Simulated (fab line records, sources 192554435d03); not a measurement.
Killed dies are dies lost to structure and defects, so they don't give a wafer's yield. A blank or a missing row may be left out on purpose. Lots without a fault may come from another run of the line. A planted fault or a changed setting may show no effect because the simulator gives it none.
fab line records | flow n5_finfet
record lots=5 wafers=15 last_day=18
route steps=1938 shown FIN_SAQP@140 FIN_CUT@154
lots that met no fault: from a run of the same line without faults
start_h: hours from the record's first day to the start of the lot's first wafer shown | wait_h: hours since the lot's step before | " the same as in the row above | L1.1+2: a row that stands for several wafers | - no value, or no start given | * or withheld: withheld | < > ~ a bound
route shown NAME@n: a module of which the file shows steps, and the number in the route of the first | usual: mean/standard deviation of fault-free wafers | same: alike in all rows | chamber/n: place in a boat | sites: the reading at each site | _std_site: their standard deviation | _edge_site: outer sites' mean less inner sites' | radius_mm: how far each site lies from the wafer's centre | mask NAME#n: copy n | behind: the tool/chamber that last shaped the wafer | hold: why the lot was held/for how many hours/how that ended | device: the transistor (n, p or np) that didn't switch | end of line: the same wafers' tests at the end of the route | a step without rows: its recipe alone | killed: dies lost to structure and defects at the first sort, not the wafer's yield | map: a wafer's dies, x killed, . not, _ none there
set.NAME: the setting as run; set.NAME@STEP: as run at that earlier step | model.NAME: the simulator's own value behind a step, which no gauge read
lots at some steps of the route; a table a step, a row a wafer
services: from which hour (start_h, from the record's first day; less than 0 if before it) a tool's chamber was out of use, for how many hours, and why
## steps
# step N5_FIN_SAQP_MANDREL2_REMOVE_60
# recipe chemistry=HBr/Cl2/O2 bt_time_s=10 target=a-Si stop_on=SiNx endpoint=OES-SiCl over_etch_frac=1 icp_w=600 bias_w=22 HBr_flow_sccm=150 Cl2_flow_sccm=80 O2_flow_sccm=5 pressure_mtorr=10
# usual bias_w=22.00/0.069 drypump_motor_current_A=5.8/0.47 oes_product_au=1.011/0.0099 throttle_valve_pct=36.7/0.34
# columns lot.wafer tool chamber start_h wait_h bias_w drypump_motor_current_A oes_product_au rf_hours_counter_h throttle_valve_pct
L074.1 rie_si-03 1 26.01 0.1 21.89 5.0 1.008 44 36.3
L074.4 " 2 " " 21.96 5.1 1.019 118 36.5
L074.6 " 3 " " 21.99 5.8 0.993 - 37.6
L077.2 rie_si-03 1 45.37 0.1 22.04 5.0 1.009 45 36.3
L077.3 " 3 " " 22.02 5.8 0.989 1 37.6
L077.6 " 1 " " 22.00 5.0 1.019 - 36.3
L086.3 rie_si-03 2 97.37 0.1 21.85 5.1 1.007 120 36.6
L086.5 " 0 " " 22.13 6.2 1.019 - 36.9
L086.6 " 1 " " 21.93 5.0 1.017 - 36.3
L090.1 rie_si-03 2 121.82 0.1 21.95 5.1 1.012 120 36.5
L090.2 " 0 " " 22.02 6.3 1.014 1 36.9
L090.3 " 3 " " 22.01 5.8 1.003 3 37.6
L092.1 rie_si-05 1 134.59 0.1 22.05 5.6 1.014 115 36.3
L092.2 " 0 " " 22.07 5.6 1.006 42 36.7
L092.3 " 2 " " 22.06 6.3 1.009 129 36.4
# step N5_FIN_SAQP_CD_MEAS_31
# recipe target_cd_nm=8 landing_energy_ev=1000 detector=se_inlens polarity=line
# usual cd_nm=8.14/0.21
# columns lot.wafer tool chamber start_h wait_h cd_nm
L074.1 cd_sem-02 0 26.12 0.1 7.77
L074.4 " 0 " " 7.91
L074.6 " 0 " " 7.95
L077.2 cd_sem-02 0 45.48 0.1 8.67
L077.3 " 0 " " 8.03
L077.6 " 0 " " 8.20
L086.3 cd_sem-03 0 97.48 0.1 7.88
L086.5 " 0 " " 8.00
L086.6 " 0 " " 8.26
L090.1 cd_sem-03 0 121.93 0.1 8.34
L090.2 " 0 " " 7.99
L090.3 " 0 " " 8.16
L092.1 cd_sem-01 0 134.70 0.1 8.38
L092.2 " 0 " " 8.39
L092.3 " 0 " " 7.89
# step N5_FIN_SAQP_HM_OPEN_33
# recipe chemistry=CH3F/O2 target=SiNx mask_material=SiO2 target_depth_a=494 time_s=70.6 pressure_mtorr=30 source_w=395 bias_w=73 Ar_flow_sccm=150 CH3F_flow_sccm=30 O2_flow_sccm=20 ion_energy_ev=120 ends=cleared
# usual bias_w=72.98/0.2 drypump_motor_current_A=5.5/0.4 etch_rf_on_time_s=68.6/1.4 oes_product_au=0.67/0.084 rf_vpp_V=296/5.6 showerhead_plenum_p_Torr=2.00/0.074 throttle_valve_pct=16.38/0.26
# columns lot.wafer tool chamber start_h wait_h bias_w drypump_motor_current_A etch_rf_on_time_s oes_product_au rf_hours_counter_h rf_vpp_V showerhead_plenum_p_Torr throttle_valve_pct
L074.1 rie_diel-01 0 26.17 0.0 73.20 5.5 68.8 0.60 209 301 1.99 16.59
L074.4 " 2 " " 73.02 5.9 69.4 0.63 175 288 1.91 16.43
L074.6 " 2 " " 73.02 5.9 69.1 0.62 - 288 1.91 16.44
L077.2 rie_diel-04 2 45.53 0.0 73.44 5.4 69.7 0.74 44 296 2.04 15.96
L077.3 " 1 " " 73.03 6.5 68.5 0.85 3 300 1.97 16.47
L077.6 " 0 " " 72.92 5.1 70.1 0.60 - 297 1.99 16.68
L086.3 rie_diel-01 0 97.71 0.2 72.79 5.4 70.7 0.59 240 301 1.98 16.64
L086.5 " 1 " " 73.00 5.3 70.6 0.60 - 297 2.06 16.44
L086.6 " 0 " " 72.98 5.5 70.6 0.58 - 300 1.98 16.65
L090.1 rie_diel-01 0 121.98 0.0 72.84 5.5 70.3 0.58 248 301 1.98 16.67
L090.2 " 1 " " 72.99 5.3 67.8 0.60 236 298 2.05 16.47
L090.3 " 2 " " 72.97 5.9 68.8 0.60 214 287 1.90 16.52
L092.1 rie_diel-04 1 134.75 0.0 73.16 6.5 66.1 0.77 32 301 1.96 16.51
L092.2 " 2 " " 72.97 5.4 68.4 0.72 75 297 2.03 16.02
L092.3 " 0 " " 73.01 5.1 67.9 0.58 247 297 1.98 16.73
# step N5_FIN_SAQP_ETCH_34
# recipe chemistry=C4F6/O2 target=SiO2 target_depth_a=450 time_s=15 ion_energy_ev=250 pressure_mtorr=30 source_w=345 bias_w=185 Ar_flow_sccm=300 C4F6_flow_sccm=10 O2_flow_sccm=10 ends=cleared
# usual bias_w=185.0/0.58 drypump_motor_current_A=5.5/0.4 etch_rf_on_time_s=14.92/0.24 oes_product_au=0.67/0.083 rf_vpp_V=661/12 showerhead_plenum_p_Torr=2.84/0.1 throttle_valve_pct=21.11/0.24
# columns lot.wafer tool chamber start_h wait_h bias_w drypump_motor_current_A etch_rf_on_time_s oes_product_au rf_hours_counter_h rf_vpp_V showerhead_plenum_p_Torr throttle_valve_pct
L074.1 rie_diel-01 0 26.24 0.0 185.2 5.5 15.04 0.60 209 675 2.83 21.29
L074.4 " 2 " " 186.2 6.0 14.98 0.63 176 643 2.73 21.13
L074.6 " 2 " " 186.4 6.0 15.04 0.62 - 642 2.73 21.12
L077.2 rie_diel-04 2 45.60 0.0 184.9 5.4 15.03 0.75 44 665 2.90 20.72
L077.3 " 1 " " 185.0 6.5 14.65 0.84 3 673 2.81 21.31
L077.6 " 0 " " 183.9 5.1 14.91 0.60 - 664 2.83 21.40
L086.3 rie_diel-01 0 97.78 0.0 185.2 5.5 15.24 0.58 240 673 2.82 21.34
L086.5 " 1 " " 184.9 5.2 15.07 0.60 - 663 2.93 21.14
L086.6 " 0 " " 185.1 5.5 15.22 0.58 - 673 2.82 21.34
L090.1 rie_diel-01 0 122.05 0.0 185.1 5.5 15.27 0.58 248 674 2.81 21.34
L090.2 " 1 " " 184.7 5.2 15.10 0.60 236 665 2.92 21.15
L090.3 " 2 " " 184.8 6.0 15.12 0.59 214 642 2.71 21.18
L092.1 rie_diel-04 1 134.82 0.0 185.7 6.5 14.75 0.76 32 674 2.80 21.36
L092.2 " 2 " " 185.9 5.4 14.96 0.71 75 663 2.89 20.76
L092.3 " 0 " " 186.2 5.1 14.85 0.59 247 664 2.82 21.44
# step N5_FIN_SAQP_STRIP_77
# recipe chemistry=N2/H2 time_s=90 power_w=100 temp_c=40 pressure_mtorr=100 rf_frequency_hz=6e+07 bias_power_w=3 n2_flow_sccm=300 h2_flow_sccm=300
# usual drypump_motor_current_A=5.5/0.4 oes_product_au=0.78/0.098 rf_vpp_V=45.3/0.93 showerhead_plenum_p_Torr=3.36/0.12 throttle_valve_pct=12.2/0.32
# columns lot.wafer tool chamber start_h wait_h drypump_motor_current_A oes_product_au rf_hours_counter_h rf_vpp_V showerhead_plenum_p_Torr throttle_valve_pct
L074.1 rie_diel-01 0 26.26 0.0 5.5 0.71 209 44.4 3.33 12.4
L074.4 " 2 " " 6.0 0.73 176 43.5 3.22 12.4
L074.6 " 2 " " 6.0 0.73 - 44.9 3.22 12.4
L077.2 rie_diel-04 2 45.62 0.0 5.4 0.89 44 46.8 3.42 11.7
L077.3 " 1 " " 6.5 0.98 3 43.9 3.31 12.2
L077.6 " 0 " " 5.1 0.70 - 46.0 3.32 12.4
L086.3 rie_diel-01 0 97.80 0.0 5.5 0.68 240 46.3 3.31 12.5
L086.5 " 1 " " 5.2 0.71 - 45.3 3.48 12.4
L086.6 " 0 " " 5.5 0.68 - 47.1 3.31 12.5
L090.1 rie_diel-01 0 122.07 0.0 5.5 0.68 248 45.7 3.31 12.5
L090.2 " 1 " " 5.2 0.70 236 44.0 3.48 12.4
L090.3 " 2 " " 6.0 0.70 214 45.0 3.20 12.5
L092.1 rie_diel-04 1 134.84 0.0 6.5 0.89 32 45.1 3.30 12.3
L092.2 " 2 " " 5.4 0.84 75 45.3 3.41 11.8
L092.3 " 0 " " 5.1 0.67 247 46.1 3.30 12.5
# step N5_FIN_SAQP_HM_CD_35
# recipe target_cd_nm=8 polarity=line
# usual cd_nm=8.11/0.24
# columns lot.wafer tool chamber start_h wait_h cd_nm
L074.1 cd_sem-01 - 26.39 0.1 8.56
L074.4 " - " " 8.05
L074.6 " - " " 8.26
L077.2 cd_sem-03 - 45.75 0.1 8.16
L077.3 " - " " 8.27
L077.6 " - " " 8.38
L086.3 cd_sem-03 - 97.93 0.1 7.74
L086.5 " - " " 8.37
L086.6 " - " " 7.71
L090.1 cd_sem-02 - 122.20 0.1 8.20
L090.2 " - " " 8.16
L090.3 " - " " 8.13
L092.1 cd_sem-03 - 134.96 0.1 8.10
L092.2 " - " " 8.00
L092.3 " - " " 8.04
# step N5_FIN_SAQP_ETCH_64
# recipe chemistry=CF4 target=SiO2 target_depth_a=15 ion_energy_ev=350 pressure_mtorr=10 icp_w=800 bias_w=400 cf4_flow_sccm=80
# usual bias_w=400.3/1.2 drypump_motor_current_A=5.8/0.5 oes_product_au=1.004/0.013 throttle_valve_pct=21.83/0.21
# columns lot.wafer tool chamber start_h wait_h bias_w drypump_motor_current_A oes_product_au rf_hours_counter_h throttle_valve_pct
L074.1 rie_si-04 2 26.43 0.0 399.6 5.8 0.989 150 22.14
L074.4 " 3 " " 399.1 6.5 1.020 47 21.82
L074.6 " 2 " " 400.1 5.8 0.992 - 22.14
L077.2 rie_si-04 3 45.79 0.0 399.6 6.5 1.020 47 21.83
L077.3 " 1 " " 400.5 6.3 0.995 175 21.82
L077.6 " 1 " " 398.6 6.4 0.999 - 21.82
L086.3 rie_si-04 2 97.97 0.0 400.6 5.8 0.987 151 22.15
L086.5 " 0 " " 398.9 5.2 0.994 - 21.67
L086.6 " 1 " " 399.6 6.4 0.993 - 21.81
L090.1 rie_si-04 1 122.25 0.0 401.7 6.3 0.999 176 21.81
L090.2 " 3 " " 401.7 6.5 1.019 49 21.83
L090.3 " 0 " " 399.5 5.2 1.001 177 21.69
L092.1 rie_si-03 1 135.01 0.0 401.2 5.0 1.034 46 21.59
L092.2 " 3 " " 400.1 5.8 0.996 3 21.94
L092.3 " 0 " " 400.3 6.3 0.998 1 21.96
# step N5_FIN_SAQP_FIN_ETCH_36
# recipe chemistry=HBr/Cl2/O2 target_depth_a=1200 mask_material=SiNx time_s=50.4 bias_w=102 pressure_mtorr=10 icp_w=800 HBr_flow_sccm=150 Cl2_flow_sccm=80 O2_flow_sccm=12
# usual bias_w=101.94/0.29 drypump_motor_current_A=5.8/0.5 oes_product_au=1.007/0.01 throttle_valve_pct=36.1/0.33
# columns lot.wafer tool chamber start_h wait_h bias_w drypump_motor_current_A oes_product_au rf_hours_counter_h throttle_valve_pct
L074.1 rie_si-04 2 26.45 0.0 101.91 5.8 0.998 150 36.2
L074.4 " 3 " " 102.22 6.5 1.027 47 36.1
L074.6 " 2 " " 101.90 5.8 1.005 - 36.2
L077.2 rie_si-04 3 45.81 0.0 101.90 6.5 1.023 47 36.1
L077.3 " 1 " " 101.91 6.4 0.996 175 36.3
L077.6 " 1 " " 101.83 6.4 1.006 - 36.3
L086.3 rie_si-04 2 97.99 0.0 102.12 5.8 0.994 151 36.2
L086.5 " 0 " " 101.95 5.2 0.990 - 35.8
L086.6 " 1 " " 101.58 6.4 1.009 - 36.3
L090.1 rie_si-04 1 122.27 0.0 102.14 6.4 1.014 176 36.3
L090.2 " 3 " " 102.44 6.5 1.023 49 36.1
L090.3 " 0 " " 102.15 5.2 1.004 178 35.8
L092.1 rie_si-03 1 135.03 0.0 102.19 5.0 1.030 46 35.6
L092.2 " 3 " " 101.84 5.8 0.999 3 36.9
L092.3 " 0 " " 101.48 6.3 1.015 1 36.2
# step N5_FIN_SAQP_CD_MEAS_37
# recipe target_cd_nm=8 polarity=line
# usual cd_nm=8.13/0.27
# columns lot.wafer tool chamber start_h wait_h cd_nm
L074.1 cd_sem-02 - 26.57 0.1 8.21
L074.4 " - " " 7.94
L074.6 " - " " 7.80
L077.2 cd_sem-03 - 45.94 0.1 8.44
L077.3 " - " " 8.53
L077.6 " - " " 7.87
L086.3 cd_sem-01 - 98.12 0.1 7.60
L086.5 " - " " 7.98
L086.6 " - " " 7.89
L090.1 cd_sem-03 - 122.39 0.1 8.07
L090.2 " - " " 7.90
L090.3 " - " " 8.28
L092.1 cd_sem-01 - 135.15 0.1 7.64
L092.2 " - " " 8.10
L092.3 " - " " 8.03
# step N5_FIN_SAQP_PRECLEAN_38
# recipe chemistry=O3/DIW time_s=45 temp_c=22 o3_ppm=10
# columns lot.wafer tool chamber start_h wait_h
L074.1+4+6 wet_bench-03 7,5,4 26.62 0.0
L077.2+3+6 wet_bench-03 7,2,4 45.98 0.0
L086.3+5+6 wet_bench-02 5,2,7 98.15 0.0
L090.1+2+3 wet_bench-06 2,7,6 122.43 0.0
L092.1+2+3 wet_bench-06 7,0,6 135.19 0.0
# step N5_FIN_SAQP_PRECLEAN_45
# recipe chemistry=dHF time_s=10 dilution=500:1 temp_c=25
# columns lot.wafer tool chamber start_h wait_h
L074.1+4+6 wet_bench-03 7,5,4 26.65 0.0
L077.2+3+6 wet_bench-03 7,2,4 45.99 0.0
L086.3+5+6 wet_bench-02 5,2,7 98.17 0.0
L090.1+2+3 wet_bench-06 2,7,6 122.45 0.0
L092.1+2+3 wet_bench-06 7,0,6 135.21 0.0
# step N5_FIN_SAQP_SRD_39
# recipe dry=ipa_marangoni time_s=30 temp_c=23 rinse_liquid=diw
# columns lot.wafer tool chamber start_h wait_h
L074.1+4+6 wet_bench-03 7,5,4 26.65 0.0
L077.2+3+6 wet_bench-03 7,2,4 45.99 0.0
L086.3+5+6 wet_bench-02 5,2,7 98.17 0.0
L090.1+2+3 wet_bench-06 2,7,6 122.45 0.0
L092.1+2+3 wet_bench-06 7,0,6 135.21 0.0
# step N5_FIN_SAQP_OCD_MEAS_76
# usual trench_depth_nm=119.7/1.5
# columns lot.wafer tool chamber start_h wait_h trench_depth_nm
L074.1 ocd-01 - 26.71 0.0 120.2
L074.4 " - " " 121.6
L074.6 " - " " 120.9
L077.2 ocd-02 - 46.03 0.0 120.1
L077.3 " - " " 117.2
L077.6 " - " " 116.4
L086.3 ocd-01 - 98.22 0.0 119.2
L086.5 " - " " 117.5
L086.6 " - " " 117.5
L090.1 ocd-02 - 122.49 0.0 118.3
L090.2 " - " " 120.5
L090.3 " - " " 117.4
L092.1 ocd-02 - 135.25 0.0 123.1
L092.2 " - " " 122.2
L092.3 " - " " 120.1
# step N5_FIN_SAQP_INSPECT_40
# recipe inspect_instrument=brightfield mode=aei
# usual raw_defect_count=257/90
# columns lot.wafer tool chamber start_h wait_h raw_defect_count
L074.1 defect_inspect-02 - 26.74 0.0 167
L074.4 " - " " 158
L074.6 " - " " 249
L077.2 defect_inspect-01 - 46.06 0.0 360
L077.3 " - " " 174
L077.6 " - " " 306
L086.3 defect_inspect-02 - 98.25 0.0 311
L086.5 " - " " 247
L086.6 " - " " 401
L090.1 defect_inspect-01 - 122.52 0.0 204
L090.2 " - " " 264
L090.3 " - " " 289
L092.1 defect_inspect-02 - 135.28 0.0 202
L092.2 " - " " 236
L092.3 " - " " 243
# step N5_FIN_CUT_COAT_18
# recipe resist=SOC temp_c=250 time_s=60 spin_rpm=1500 resist_thk_nm=230
# columns lot.wafer tool chamber start_h wait_h
L074.1+4+6 litho_track-04 0 26.77 0.0
L077.2+3+6 litho_track-01 0 46.10 0.0
L086.3+5+6 litho_track-04 0 98.28 0.0
L090.1+2+3 litho_track-04 0 122.55 0.0
L092.1+2+3 litho_track-04 0 135.31 0.0
# step N5_FIN_CUT_COAT_19
# recipe resist=SiARC temp_c=220 time_s=60 spin_rpm=1500 resist_thk_nm=20
# columns lot.wafer tool chamber start_h wait_h
L074.1+4+6 litho_track-04 0 - -
L077.2+3+6 litho_track-01 0 - -
L086.3+5+6 litho_track-04 0 - -
L090.1+2+3 litho_track-04 0 - -
L092.1+2+3 litho_track-04 0 - -
# step N5_FIN_CUT_COAT_29
# recipe resist=underlayer temp_c=205 time_s=60 spin_rpm=1500 resist_thk_nm=10
# columns lot.wafer tool chamber start_h wait_h
L074.1+4+6 litho_track-04 0 - -
L077.2+3+6 litho_track-01 0 - -
L086.3+5+6 litho_track-04 0 - -
L090.1+2+3 litho_track-04 0 - -
L092.1+2+3 litho_track-04 0 - -
# step N5_FIN_CUT_COAT_02
# recipe resist=CAR-EUV spin_rpm=1500 resist_thk_nm=30
# columns lot.wafer tool chamber start_h wait_h
L074.1+4+6 litho_track-04 0 - -
L077.2+3+6 litho_track-01 0 - -
L086.3+5+6 litho_track-04 0 - -
L090.1+2+3 litho_track-04 0 - -
L092.1+2+3 litho_track-04 0 - -
# step N5_FIN_CUT_EBR_04
# recipe solvent=PGMEA ebr_width_mm=1.5
# columns lot.wafer tool chamber start_h wait_h
L074.1+4+6 litho_track-04 0 - -
L077.2+3+6 litho_track-01 0 - -
L086.3+5+6 litho_track-04 0 - -
L090.1+2+3 litho_track-04 0 - -
L092.1+2+3 litho_track-04 0 - -
# step N5_FIN_CUT_SOFTBAKE_03
# recipe temp_c=110 time_s=60 resist=CAR-EUV
# columns lot.wafer tool chamber start_h wait_h
L074.1+4+6 litho_track-04 0 - -
L077.2+3+6 litho_track-01 0 - -
L086.3+5+6 litho_track-04 0 - -
L090.1+2+3 litho_track-04 0 - -
L092.1+2+3 litho_track-04 0 - -
# step N5_FIN_CUT_EXPOSE_05
# recipe mask_id=FIN_CUT na=0.33 source_shape=annular sigma_inner=0.35 sigma_outer=0.8 polarization=unpolarized dose_mj=45.75
# usual exposure_dose_mJ_cm2=45.78/0.098
# columns lot.wafer tool chamber start_h wait_h mask exposure_dose_mJ_cm2
L074.1 euv_scanner-01 0 26.91 - FIN_CUT#0 45.65
L074.4 " 0 " " FIN_CUT#0 45.66
L074.6 " 0 " " FIN_CUT#0 45.68
L077.2 euv_scanner-01 0 46.24 - FIN_CUT#0 45.71
L077.3 " 0 " " FIN_CUT#0 45.69
L077.6 " 0 " " FIN_CUT#0 45.66
L086.3 euv_scanner-01 0 98.55 - FIN_CUT#0 45.75
L086.5 " 0 " " FIN_CUT#0 45.73
L086.6 " 0 " " FIN_CUT#0 45.70
L090.1 euv_scanner-02 0 122.84 - FIN_CUT#0 45.79
L090.2 " 0 " " FIN_CUT#0 45.84
L090.3 " 0 " " FIN_CUT#0 45.88
L092.1 euv_scanner-02 0 135.45 - FIN_CUT#0 45.86
L092.2 " 0 " " FIN_CUT#0 45.82
L092.3 " 0 " " FIN_CUT#0 45.77
# step N5_FIN_CUT_PEB_06
# recipe peb_temp_c=100 peb_time_s=60 resist=CAR-EUV
# columns lot.wafer tool chamber start_h wait_h
L074.1+4+6 litho_track-04 0 26.97 0.1
L077.2+3+6 litho_track-02 0 46.30 0.1
L086.3+5+6 litho_track-02 0 98.61 0.0
L090.1+2+3 litho_track-01 0 122.90 0.1
L092.1+2+3 litho_track-01 0 135.52 0.1
# step N5_FIN_CUT_DEVELOP_07
# recipe develop_time_s=30 developer=TMAH resist=CAR-EUV rinse_liquid=surfactant_rinse dry=air_spin dev_temp_c=23
# same develop_time_s=30
# columns lot.wafer tool chamber start_h wait_h
L074.1+4+6 litho_track-04 0 - -
L077.2+3+6 litho_track-02 0 - -
L086.3+5+6 litho_track-02 0 - -
L090.1+2+3 litho_track-01 0 - -
L092.1+2+3 litho_track-01 0 - -
# step N5_FIN_CUT_CD_MEAS_08
# recipe target_cd_nm=29.1 landing_energy_ev=500 detector=se_inlens polarity=opening
# usual cd_nm=29.01/0.22
# columns lot.wafer tool chamber start_h wait_h cd_nm
L074.1 cd_sem-01 0 27.04 - 29.06
L074.4 " 0 " " 29.06
L074.6 " 0 " " 29.20
L077.2 cd_sem-01 0 46.37 - 28.92
L077.3 " 0 " " 28.62
L077.6 " 0 " " 29.62
L086.3 cd_sem-01 0 98.67 - 29.07
L086.5 " 0 " " 29.09
L086.6 " 0 " " 29.22
L090.1 cd_sem-03 0 122.97 - 29.01
L090.2 " 0 " " 28.98
L090.3 " 0 " " 29.02
L092.1 cd_sem-03 0 135.58 - 29.16
L092.2 " 0 " " 28.90
L092.3 " 0 " " 29.04
# step N5_FIN_CUT_OVL_MEAS_09
# recipe points_per_wafer=522
# usual FIN_CUT_OVL=-0.5/0.67
# columns lot.wafer tool chamber start_h wait_h FIN_CUT_OVL[nm]
L074.1 overlay-01 0 27.07 0.0 0.6
L074.4 " 0 " " -1.1
L074.6 " 0 " " -0.9
L077.2 overlay-01 0 46.41 0.0 0.0
L077.3 " 0 " " -0.5
L077.6 " 0 " " -0.4
L086.3 overlay-01 0 98.71 0.0 -0.5
L086.5 " 0 " " 0.2
L086.6 " 0 " " -0.1
L090.1 overlay-02 0 123.00 0.0 -1.7
L090.2 " 0 " " -1.1
L090.3 " 0 " " -0.5
L092.1 overlay-02 0 135.61 0.0 1.2
L092.2 " 0 " " 0.3
L092.3 " 0 " " 0.8
# step N5_FIN_CUT_INSPECT_10
# recipe mode=adi inspect_instrument=brightfield
# usual raw_defect_count=47/15
# columns lot.wafer tool chamber start_h wait_h raw_defect_count
L074.1 defect_inspect-01 - 27.13 0.1 30
L074.4 " - " " 30
L074.6 " - " " 52
L077.2 defect_inspect-01 - 46.46 0.0 60
L077.3 " - " " 31
L077.6 " - " " 49
L086.3 defect_inspect-01 - 98.76 0.0 54
L086.5 " - " " 48
L086.6 " - " " 76
L090.1 defect_inspect-01 - 123.06 0.1 35
L090.2 " - " " 47
L090.3 " - " " 59
L092.1 defect_inspect-02 - 135.67 0.1 37
L092.2 " - " " 49
L092.3 " - " " 41
# step N5_FIN_CUT_DESCUM_13
# recipe chemistry=O2 time_s=7 source_power_w=50 bias_power_w=20 pressure_mtorr=20 rf_frequency_hz=2.712e+07 temp_c=40 resist=CAR-EUV o2_flow_sccm=225
# usual drypump_motor_current_A=5.6/0.43 oes_product_au=0.77/0.077 rf_vpp_V=243.5/1.2 showerhead_plenum_p_Torr=2.11/0.058 throttle_valve_pct=20.42/0.2
# columns lot.wafer tool chamber start_h wait_h drypump_motor_current_A oes_product_au rf_hours_counter_h rf_vpp_V showerhead_plenum_p_Torr throttle_valve_pct
L074.1 rie_diel-05 2 27.16 0.0 6.2 0.94 12 244.3 2.15 20.10
L074.4 " 3 " " 5.1 0.71 197 242.6 2.08 20.62
L074.6 " 2 " " 6.2 0.94 - 244.2 2.15 20.08
L077.2 rie_diel-05 3 46.49 0.0 5.1 0.69 204 243.5 2.08 20.62
L077.3 " 1 " " 5.6 0.73 171 242.7 2.16 20.21
L077.6 " 3 " " 5.1 0.70 - 244.2 2.08 20.63
L086.3 rie_diel-05 2 98.79 0.0 6.2 0.88 37 243.4 2.14 20.12
L086.5 " 2 " " 6.2 0.87 - 243.9 2.14 20.13
L086.6 " 1 " " 5.6 0.72 - 244.9 2.16 20.27
L090.1 rie_diel-06 0 123.47 0.4 5.2 0.82 95 242.6 2.02 20.60
L090.2 " 2 " " 5.7 0.75 160 244.1 2.17 20.39
L090.3 " 1 " " 6.6 0.69 211 243.1 2.07 20.49
L092.1 rie_diel-05 0 135.71 0.0 5.3 0.86 70 242.9 2.04 20.07
L092.2 " 1 " " 5.6 0.71 199 244.5 2.15 20.29
L092.3 " 3 " " 5.1 0.68 229 242.0 2.07 20.67
# step N5_FIN_CUT_ETCH_30
# recipe chemistry=N2/H2 target=underlayer target_depth_a=130 mask_material=CAR-EUV time_s=10.4 ion_energy_ev=200 pressure_mtorr=30 source_w=840 bias_w=150 n2_flow_sccm=200 h2_flow_sccm=200 ends=cleared
# usual bias_w=150.1/0.43 drypump_motor_current_A=5.6/0.43 etch_rf_on_time_s=10.33/0.29 oes_product_au=0.66/0.063 rf_vpp_V=524.4/2.1 showerhead_plenum_p_Torr=2.56/0.068 throttle_valve_pct=17.87/0.25
# columns lot.wafer tool chamber start_h wait_h bias_w drypump_motor_current_A etch_rf_on_time_s oes_product_au rf_hours_counter_h rf_vpp_V showerhead_plenum_p_Torr throttle_valve_pct
L074.1 rie_diel-05 2 27.20 0.0 149.7 6.2 9.89 0.81 12 524.6 2.62 17.53
L074.4 " 3 " " 150.7 5.1 10.60 0.61 197 522.9 2.51 18.05
L074.6 " 2 " " 149.8 6.2 9.90 0.81 - 524.6 2.62 17.52
L077.2 rie_diel-05 3 46.53 0.0 150.2 5.1 10.63 0.60 204 524.5 2.51 18.06
L077.3 " 1 " " 149.8 5.6 9.92 0.65 171 526.6 2.64 17.75
L077.6 " 3 " " 149.8 5.0 10.60 0.61 - 524.2 2.51 18.06
L086.3 rie_diel-05 2 98.83 0.0 150.5 6.2 10.22 0.75 37 524.9 2.61 17.56
L086.5 " 2 " " 150.2 6.2 10.13 0.75 - 524.0 2.61 17.56
L086.6 " 1 " " 150.0 5.6 10.03 0.64 - 526.9 2.64 17.76
L090.1 rie_diel-06 0 123.50 0.0 150.4 5.2 10.38 0.69 95 521.8 2.47 18.07
L090.2 " 2 " " 149.9 5.6 10.21 0.65 160 525.8 2.64 17.94
L090.3 " 1 " " 151.1 6.6 10.22 0.60 211 522.2 2.54 18.07
L092.1 rie_diel-05 0 135.74 0.0 150.1 5.2 10.12 0.74 70 520.3 2.45 17.28
L092.2 " 1 " " 150.0 5.6 10.01 0.63 199 527.1 2.63 17.79
L092.3 " 3 " " 150.7 5.1 10.67 0.59 229 521.9 2.49 18.11
# step N5_FIN_CUT_ETCH_20
# recipe chemistry=CF4 target=SiARC target_depth_a=260 mask_material=CAR-EUV time_s=43.3 ion_energy_ev=80 pressure_mtorr=40 source_w=545 bias_w=36 Ar_flow_sccm=100 cf4_flow_sccm=100 ends=cleared
# usual bias_w=36.00/0.11 drypump_motor_current_A=5.6/0.43 etch_rf_on_time_s=43.1/1.2 oes_product_au=0.66/0.063 rf_vpp_V=184.3/0.97 showerhead_plenum_p_Torr=2.16/0.055 throttle_valve_pct=15.62/0.24
# columns lot.wafer tool chamber start_h wait_h bias_w drypump_motor_current_A etch_rf_on_time_s oes_product_au rf_hours_counter_h rf_vpp_V showerhead_plenum_p_Torr throttle_valve_pct
L074.1 rie_diel-05 2 27.22 0.0 36.16 6.2 41.2 0.81 13 184.8 2.17 15.12
L074.4 " 3 " " 35.95 5.1 44.2 0.61 197 183.2 2.15 15.93
L074.6 " 2 " " 35.96 6.2 41.7 0.81 - 185.0 2.17 15.09
L077.2 rie_diel-05 3 46.55 0.0 35.73 5.1 44.3 0.60 204 182.9 2.14 15.94
L077.3 " 1 " " 36.01 5.6 42.1 0.64 171 184.4 2.21 15.54
L077.6 " 3 " " 35.72 5.1 44.8 0.60 - 183.5 2.14 15.93
L086.3 rie_diel-05 2 98.85 0.0 35.96 6.2 42.0 0.76 37 184.9 2.17 15.16
L086.5 " 2 " " 35.91 6.2 42.2 0.76 - 186.4 2.17 15.17
L086.6 " 1 " " 36.20 5.6 41.0 0.65 - 184.2 2.21 15.55
L090.1 rie_diel-06 0 123.52 0.0 36.07 5.2 43.4 0.69 95 183.1 2.09 15.79
L090.2 " 2 " " 36.02 5.6 43.2 0.65 160 186.0 2.23 15.63
L090.3 " 1 " " 36.01 6.6 43.2 0.59 211 185.0 2.12 15.70
L092.1 rie_diel-05 0 135.76 0.0 36.07 5.2 42.4 0.74 70 182.7 2.09 15.28
L092.2 " 1 " " 36.13 5.6 41.5 0.63 199 184.5 2.20 15.60
L092.3 " 3 " " 36.08 5.0 44.5 0.59 229 184.9 2.14 15.98
## services
# columns tool chamber start_h hours kind
rie_diel-01 - 7.89 15.6 pm
euv_scanner-02 - 17.44 4.6 pm
rie_si-03 - 26.89 2.6 repair
rie_diel-01 3 32.21 1.2 repair
rie_diel-05 0 32.32 29.0 repair
euv_scanner-01 - 34.32 1.0 pm
rie_diel-04 3 35.70 3.2 repair
rie_diel-06 1 36.08 7.9 repair
rie_si-03 1 41.53 2.1 repair
rie_diel-01 1 44.79 3.1 repair
euv_scanner-01 - 46.99 4.6 pm
rie_diel-05 3 51.80 1.8 repair
rie_si-03 - 54.11 4.0 pm
wet_bench-06 - 56.81 4.0 repair
litho_track-04 - 58.26 - consumable_replace:filter
rie_si-04 - 61.52 0.4 repair
rie_si-05 3 70.10 7.6 repair
euv_scanner-02 - 75.22 1.0 pm
rie_diel-04 1 80.43 8.6 repair
rie_diel-01 2 88.49 2.0 repair
euv_scanner-01 - 90.47 1.0 pm
rie_diel-06 - 95.50 1.1 repair
rie_si-03 1 120.04 5.0 repair
euv_scanner-02 - 131.37 1.0 pm
## key
fault none
